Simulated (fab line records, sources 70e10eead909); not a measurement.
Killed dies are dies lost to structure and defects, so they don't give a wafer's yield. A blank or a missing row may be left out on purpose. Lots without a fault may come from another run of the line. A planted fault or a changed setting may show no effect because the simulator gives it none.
A struck lot beside a sound one | flow nand_harc | 24 steps out of a route of 1302
Sound: wafers L147.1, L147.2, L147.4. Struck: wafer L140.6. (L140.3, L140.4 of the same lot were not struck and are left out.) The cause comes at the end.
At each step with rows: each side's tool, then ch and its chambers, then its first start. Under that, the readings that differ: sound wafers | struck wafers | difference of the means | sigmas: that difference in standard deviations of wafers without a fault.
alike: readings whose means differ by less than 2 such deviations, and words and numbers that are the same on both sides. not compared: withheld readings, readings that some wafer has no value for, bounds like >300 that may hide the same value, and numbers for which the record gives no deviation and whose values overlap.
The two part at a step that has a row with sigmas, a row that says differs or no value, or rows on one side only. Numbers that don't overlap but have no deviation are shown without sigmas and don't part them. A reading that every wafer of one side lacks parts them only if that side has two wafers or more.

NHARC_A_M0_INSPECT_27:
  sound on defect_inspect-02, day 27 21:52; struck on defect_inspect-01, day 25 13:08
  alike: raw_defect_count
NHARC_A_M0_PRE_CLEAN_31: time 12 s.
  sound on pecvd-02 ch 0,1,2, day 27 21:56; struck on pecvd-03 ch 2, day 25 13:12
  alike: heater_power_outer_w, heater_power_w
NHARC_A_M0_DEP_32: deposits SiCN, target thk 30 nm.
  sound on pecvd-02 ch 0,1,2, day 27 22:01; struck on pecvd-03 ch 2, day 25 13:17
  alike: heater_power_outer_w, heater_power_w
then, 9 steps without rows for these wafers: NHARC_A_M1_DEP_00 (deposits SiOC, target thk 182.5 nm); NHARC_A_M1_DEHYDRATE_01 (time 120 s); NHARC_A_M1_HMDS_02 (time 30 s); NHARC_A_M1_COAT_34 (time 65 s); NHARC_A_M1_COAT_03 (resist thk 90 nm); NHARC_A_M1_SOFTBAKE_04 (time 55 s); NHARC_A_M1_EBR_05; NHARC_A_M1_EXPOSE_06 (exposes mask A M1, target cd 120 nm); NHARC_A_M1_PEB_07 (peb time 65 s).
NHARC_A_M1_DEVELOP_08: develop time 35 s.
  sound on litho_track-01 ch 0, day 27 23:00; struck on litho_track-04 ch 0, day 25 14:00
NHARC_A_M1_CD_MEAS_09: target cd 120 nm.
  sound on cd_sem-01 ch 0, day 27 23:16; struck on cd_sem-01 ch 0, day 25 14:25
  reading    | sound             | struck | difference | sigmas
  cd_nm (nm) | 119.7 120.4 120.9 | 123.4  | +3.1       | +6
NHARC_A_M1_OVL_MEAS_10: pitch 240 nm.
  sound on overlay-01, day 27 23:21; struck on overlay-01, day 25 14:29
  reading           | sound          | struck | difference | sigmas
  overlay_y_nm (nm) | -0.8 -0.9 -0.7 | 0.9    | +1.7       | +2
  alike: overlay_x_nm
NHARC_A_M1_INSPECT_11:
  sound on defect_inspect-01, day 27 23:23; struck on defect_inspect-01, day 25 14:32
  alike: raw_defect_count
NHARC_A_M1_DESCUM_14: chemistry O2, time 3 s.
  sound on rie_diel-04 ch 0,1,3, day 27 23:27; struck on rie_diel-04 ch 3, day 25 14:35
  reading               | sound             | struck | difference | sigmas
  model.A_M1.cd_nm (nm) | 120.5 120.8 119.8 | 122.6  | +2.2       |
  alike: chamber_pressure_mTorr, drypump_motor_current_A, oes_product_au, rf_vpp_V, showerhead_plenum_p_Torr, throttle_valve_pct
  not compared: rf_hours_counter_h
NHARC_A_M1_ETCH_35: etches the open film in N2/H2, target depth 40 nm, overetch 12 nm, time 43.94 s.
  sound on rie_diel-04 ch 0,1,3, day 27 23:32; struck on rie_diel-04 ch 2, day 25 14:41
  reading                | sound                | struck | difference | sigmas
  throttle_valve_pct (%) | 14.189 14.172 14.185 | 14.158 | -0.024     | -3
  alike: chamber_pressure_mTorr, drypump_motor_current_A, n2_flow_sccm, oes_product_au, rf_vpp_V, showerhead_plenum_p_Torr
  not compared: rf_hours_counter_h
NHARC_A_M1_ETCH_15: etches the open film in C4F8/Ar, target depth 182.5 nm, time 91.2 s.
  sound on rie_diel-04 ch 0,2,3; struck on rie_diel-04 ch 3
  alike: chamber_pressure_mTorr, oes_product_au, rf_vpp_V
  not compared: rf_hours_counter_h
NHARC_A_M1_CD_MEAS_16:
  sound on cd_sem-02, day 27 23:45; struck on cd_sem-01, day 25 14:54
  reading    | sound             | struck | difference | sigmas
  cd_nm (nm) | 120.3 120.4 119.7 | 122.5  | +2.4       | +3
NHARC_A_M1_STRIP_18: strips in N2/H2.
  sound on rie_diel-05 ch 0,1,2, day 27 23:51; struck on rie_diel-04 ch 0, day 25 15:01
  alike: chamber_pressure_mTorr, drypump_motor_current_A, n2_flow_sccm, oes_product_au, rf_vpp_V, showerhead_plenum_p_Torr, throttle_valve_pct
  not compared: rf_hours_counter_h
NHARC_A_M1_ETCH_28: etches the open film in CF4/N2, target depth 30 nm, time 72.99 s.
  sound on rie_diel-05 ch 0,1,3; struck on rie_diel-04 ch 1
  reading               | sound             | struck | difference | sigmas
  model.A_M1.cd_nm (nm) | 120.7 120.7 119.7 | 122.6  | +2.2       |
  alike: chamber_pressure_mTorr, drypump_motor_current_A, n2_flow_sccm, oes_product_au, rf_vpp_V, showerhead_plenum_p_Torr, throttle_valve_pct
  not compared: rf_hours_counter_h
then, 1 step without rows for these wafers: NHARC_A_M1_STRIP_19 (strips in post etch residue remover, time 600 s).
NHARC_END_SORT_01:
  sound on prober-01 ch 0, day 29 09:50; struck on prober-02 ch 0, day 27 05:47
  alike: defect_limited_yield, killed_at_array, killed_at_other, killed_at_periphery, killed_dies, killed_open, killed_short, sort_bin_2_pct, sort_bin_3_pct, sort_bin_4_pct, sort_n_pass, sort_rim_yield_pct, sort_yield_pct

WHERE THEY PART
First at NHARC_A_M1_CD_MEAS_09; last, within this record, at NHARC_A_M1_CD_MEAS_16. Later steps at which nothing parts them and some readings are alike: NHARC_A_M1_STRIP_18, NHARC_A_M1_ETCH_28, NHARC_END_SORT_01.

WHY: what the simulator had put in
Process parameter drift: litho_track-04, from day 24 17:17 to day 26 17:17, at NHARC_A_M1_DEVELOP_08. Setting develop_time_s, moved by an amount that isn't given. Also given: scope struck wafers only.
